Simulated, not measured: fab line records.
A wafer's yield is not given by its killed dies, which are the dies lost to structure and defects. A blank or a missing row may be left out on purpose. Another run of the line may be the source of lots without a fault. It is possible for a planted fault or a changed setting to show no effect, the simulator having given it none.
Lot-split experiment / flow n5Finfet / 21 wafers read across 7 lots, on a route 1938 steps long

## THE SPLIT
At N5_PASSIVATION_ETCH_54 (etches SiO2 in CHF3/O2, target depth 880 nm, time 440 s), the setting biasW was moved away from the recipe's 170 W on 14 of the 21 wafers read, by -16.5% to +11.4%. For the rest of the wafers, this setting stayed at what the recipe calls for.

The reading comes from the split's own step.

## THE READING
rfVppV, in V, at N5_PASSIVATION_ETCH_54 (etches SiO2 in CHF3/O2, target depth 880 nm, time 440 s). A value of 523 V with a standard deviation of 7.1 V is what fault-free wafers of this fab line usually give.

wafer=L079.2; tool, chamber at the split=rieDiel-04, 2; biasW as run, W=170; against the recipe=recipe; rfVppV, V=531; against lot-mates on the recipe=-
wafer=L079.4; tool, chamber at the split=rieDiel-04, 3; biasW as run, W=182.7; against the recipe=+7.5%; rfVppV, V=551; against lot-mates on the recipe=+20
wafer=L079.5; tool, chamber at the split=rieDiel-04, 0; biasW as run, W=182.7; against the recipe=+7.5%; rfVppV, V=567; against lot-mates on the recipe=+36
wafer=L084.1; tool, chamber at the split=rieDiel-04, 1; biasW as run, W=142; against the recipe=-16.5%; rfVppV, V=456; against lot-mates on the recipe=no lot-mate on the recipe
wafer=L084.4; tool, chamber at the split=rieDiel-04, 1; biasW as run, W=142; against the recipe=-16.5%; rfVppV, V=455; against lot-mates on the recipe=no lot-mate on the recipe
wafer=L084.6; tool, chamber at the split=rieDiel-04, 0; biasW as run, W=142; against the recipe=-16.5%; rfVppV, V=464; against lot-mates on the recipe=no lot-mate on the recipe
wafer=L082.2; tool, chamber at the split=rieDiel-03, 2; biasW as run, W=188.9; against the recipe=+11.1%; rfVppV, V=576; against lot-mates on the recipe=+52
wafer=L082.4; tool, chamber at the split=rieDiel-03, 0; biasW as run, W=170; against the recipe=recipe; rfVppV, V=524; against lot-mates on the recipe=-
wafer=L082.5; tool, chamber at the split=rieDiel-03, 1; biasW as run, W=188.9; against the recipe=+11.1%; rfVppV, V=562; against lot-mates on the recipe=+38
wafer=L080.1; tool, chamber at the split=rieDiel-03, 1; biasW as run, W=170; against the recipe=recipe; rfVppV, V=518; against lot-mates on the recipe=-
wafer=L080.2; tool, chamber at the split=rieDiel-03, 0; biasW as run, W=170; against the recipe=recipe; rfVppV, V=524; against lot-mates on the recipe=-
wafer=L080.6; tool, chamber at the split=rieDiel-03, 0; biasW as run, W=170; against the recipe=recipe; rfVppV, V=525; against lot-mates on the recipe=-
wafer=L092.1; tool, chamber at the split=rieDiel-01, 1; biasW as run, W=143.8; against the recipe=-15.4%; rfVppV, V=453; against lot-mates on the recipe=no lot-mate on the recipe
wafer=L092.2; tool, chamber at the split=rieDiel-01, 2; biasW as run, W=143.8; against the recipe=-15.4%; rfVppV, V=450; against lot-mates on the recipe=no lot-mate on the recipe
wafer=L092.5; tool, chamber at the split=rieDiel-01, 1; biasW as run, W=143.8; against the recipe=-15.4%; rfVppV, V=450; against lot-mates on the recipe=no lot-mate on the recipe
wafer=L091.1; tool, chamber at the split=rieDiel-04, 0; biasW as run, W=170; against the recipe=recipe; rfVppV, V=535; against lot-mates on the recipe=-
wafer=L091.3; tool, chamber at the split=rieDiel-04, 2; biasW as run, W=160.4; against the recipe=-5.6%; rfVppV, V=508; against lot-mates on the recipe=-27
wafer=L091.4; tool, chamber at the split=rieDiel-04, 1; biasW as run, W=160.4; against the recipe=-5.6%; rfVppV, V=502; against lot-mates on the recipe=-33
wafer=L097.2; tool, chamber at the split=rieDiel-04, 3; biasW as run, W=170; against the recipe=recipe; rfVppV, V=518; against lot-mates on the recipe=-
wafer=L097.5; tool, chamber at the split=rieDiel-04, 2; biasW as run, W=189.4; against the recipe=+11.4%; rfVppV, V=579; against lot-mates on the recipe=+61
wafer=L097.6; tool, chamber at the split=rieDiel-04, 3; biasW as run, W=189.4; against the recipe=+11.4%; rfVppV, V=567; against lot-mates on the recipe=+49

THE FIT
A straight line over all 21 wafers: rfVppV changes by +4.3 V for each +1% of biasW; r = +0.99; the points scatter about the line by 6.9 V.
The same after taking each lot's own level away (the mean of its wafers on the recipe; 15 wafers): +4.53 V for each +1%; r = +0.98; scatter 6.1 V.
That fit puts the effect of the largest move of biasW on the reading at 75 V.
Across the lots, their own levels run from 518.0 to 535.0 V, a range of 2.4 times the standard deviation given above.
Hence the lot-to-lot level has little effect on the slope; both slopes agree.
Check: for one of the wafers moved furthest among these (+11.4%), held out of the fit, the line's prediction against its lot-mates is +47.4 V. Against them it came out at +61 V.
Tool readings at the split's step, against how far the setting was moved: rfVppV r = +0.99.

## FURTHER SPLITS ON THESE WAFERS
Other splits were also applied to these wafers ahead of the reading. Each is held against what the fit with the lots' levels taken away leaves over:
other split on the same wafers=N5_BEOL_M15_EXPOSE_07 doseMj; wafers away from the commonest value=10; r with rfVppV (lot level and that fit taken away)=+0.36
other split on the same wafers=N5_BEOL_M15_ETCH_59 timeS; wafers away from the commonest value=9; r with rfVppV (lot level and that fit taken away)=-0.38
other split on the same wafers=N5_MIM_BOT_LITHO_PEB_06 pebTimeS; wafers away from the commonest value=as run: not given for these wafers; r with rfVppV (lot level and that fit taken away)=-

## THE WHOLE CHAIN: every reading that the file lists as answering this split, in the file's order
step=N5_PASSIVATION_ETCH_54; what it does=etches SiO2 in CHF3/O2, target depth 880 nm, time 440 s; reading=rfVppV; change (the file's fit)=+4.39 V for each +1% of the setting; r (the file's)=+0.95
step=N5_PASSIVATION_ETCH_54; what it does=etches SiO2 in CHF3/O2, target depth 880 nm, time 440 s; reading=etch.depthNm (the simulator's own value, which no gauge read); change (the file's fit)=+3.86 nm for each +1% of the setting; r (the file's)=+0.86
step=N5_PASSIVATION_ETCH_54; what it does=etches SiO2 in CHF3/O2, target depth 880 nm, time 440 s; reading=PASSIVATION.featureDepthNm (the simulator's own value, which no gauge read); change (the file's fit)=+3.86 nm for each +1% of the setting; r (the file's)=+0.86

## FILE'S OWN FIT
rfVppV changes by +4.39 V for each +1% of biasW, r = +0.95.
